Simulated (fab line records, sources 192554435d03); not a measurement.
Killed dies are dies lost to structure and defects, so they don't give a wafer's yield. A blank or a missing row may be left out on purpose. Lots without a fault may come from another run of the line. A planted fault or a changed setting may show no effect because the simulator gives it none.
Split-lot experiment | flow n5_finfet | 7 lots, 21 wafers read, on a route of 1938 steps

THE SPLIT
At N5_BEOL_M2_COAT_62 (time 60 s, resist thk 12 nm), the setting spin_rpm was moved away from the recipe's 1500 rpm on 10 of the 21 wafers read, by -8.7% to +3.4%. The other wafers ran this setting at the recipe's value.

FROM THE SPLIT TO THE READING: what the file shows between them, 2 steps
- N5_BEOL_M2_DESCUM_16: chemistry O2, time 7 s (also split here: time_s)
- N5_BEOL_M2_ETCH_74: etches underlayer in N2/H2, target depth 6.5 nm, time 5.2 s

THE READING
etch.depth_nm (the simulator's own value, which no gauge read), in nm, at N5_BEOL_M2_ETCH_63 (etches SiARC in CF4, target depth 15.6 nm, time 26 s). The file gives no usual value for it. The 11 wafers here that ran the recipe average 12.04 nm, standard deviation 0.053 nm.

wafer  | tool, chamber at the split | spin_rpm as run, rpm | against the recipe | etch.depth_nm, nm | against lot-mates on the recipe
L074.1 | litho_track-04, 0          | 1500                 | recipe             | 12.1              | -
L074.2 | litho_track-04, 0          | 1500                 | recipe             | 12.12             | -
L074.3 | litho_track-04, 0          | 1500                 | recipe             | 12.11             | -
L076.1 | litho_track-05, 0          | 1500                 | recipe             | 12.01             | -
L076.2 | litho_track-05, 0          | 1389                 | -7.4%              | 12.5              | +0.49
L076.4 | litho_track-05, 0          | 1389                 | -7.4%              | 12.48             | +0.47
L078.2 | litho_track-03, 0          | 1408                 | -6.1%              | 12.37             | +0.37
L078.3 | litho_track-03, 0          | 1500                 | recipe             | 12.01             | -
L078.6 | litho_track-03, 0          | 1500                 | recipe             | 12                | -
L082.1 | litho_track-03, 0          | 1500                 | recipe             | 11.99             | -
L082.3 | litho_track-03, 0          | 1370                 | -8.7%              | 12.59             | +0.58
L082.4 | litho_track-03, 0          | 1500                 | recipe             | 12.03             | -
L084.2 | litho_track-03, 0          | 1500                 | recipe             | 11.99             | -
L084.3 | litho_track-03, 0          | 1500                 | recipe             | 11.96             | -
L084.5 | litho_track-03, 0          | 1551                 | +3.4%              | 11.77             | -0.21
L087.3 | litho_track-04, 0          | 1449                 | -3.4%              | 12.21             | no lot-mate on the recipe
L087.4 | litho_track-04, 0          | 1449                 | -3.4%              | 12.25             | no lot-mate on the recipe
L087.5 | litho_track-04, 0          | 1449                 | -3.4%              | 12.28             | no lot-mate on the recipe
L095.2 | litho_track-05, 0          | 1500                 | recipe             | 12.07             | -
L095.4 | litho_track-05, 0          | 1434                 | -4.4%              | 12.32             | +0.25
L095.5 | litho_track-05, 0          | 1434                 | -4.4%              | 12.33             | +0.26

THE FIT
A straight line over all 21 wafers: etch.depth_nm changes by -0.0633 nm for each +1% of spin_rpm; r = -0.98; the points scatter about the line by 0.045 nm.
The same after taking each lot's own level away (the mean of its wafers on the recipe; 18 wafers): -0.0636 nm for each +1%; r = -1.00; scatter 0.017 nm.
On that fit, the largest move of spin_rpm shifts the reading by 0.55 nm.
The lots' own levels span 11.975 to 12.110 nm, that is 2.6 times the standard deviation above.
So the lot-to-lot level changes the slope little: the two slopes agree.
Check: with one of the wafers moved furthest among these (-8.7%) left out of the fit, the line predicts +0.539 nm for it against its lot-mates. It came out at +0.58 nm against them.

OTHER SPLITS ON THESE WAFERS
These wafers also went through other splits before the reading. Each is held against what the fit with the lots' levels taken away leaves over:
other split on the same wafers | wafers away from the commonest value | r with etch.depth_nm (lot level and that fit taken away)
N5_BEOL_M1_ETCH_64 bias_w      | 3                                    | -0.09
N5_BEOL_M2_DESCUM_16 time_s    | 5                                    | -0.07

THE WHOLE CHAIN: every reading that the file lists as answering this split, in the file's order
step               | what it does                                         | reading                                                                          | change (the file's fit)                | r (the file's)
N5_BEOL_M2_COAT_62 | time 60 s, resist thk 12 nm                          | SiARC_of_BEOL_M2_COAT_62.thk_nm (the simulator's own value, which no gauge read) | -0.0695 nm for each +1% of the setting | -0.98
N5_BEOL_M2_ETCH_63 | etches SiARC in CF4, target depth 15.6 nm, time 26 s | etch.depth_nm (the simulator's own value, which no gauge read)                   | -0.0634 nm for each +1% of the setting | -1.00

THE FILE'S OWN FIT
etch.depth_nm changes by -0.0634 nm for each +1% of spin_rpm, r = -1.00.
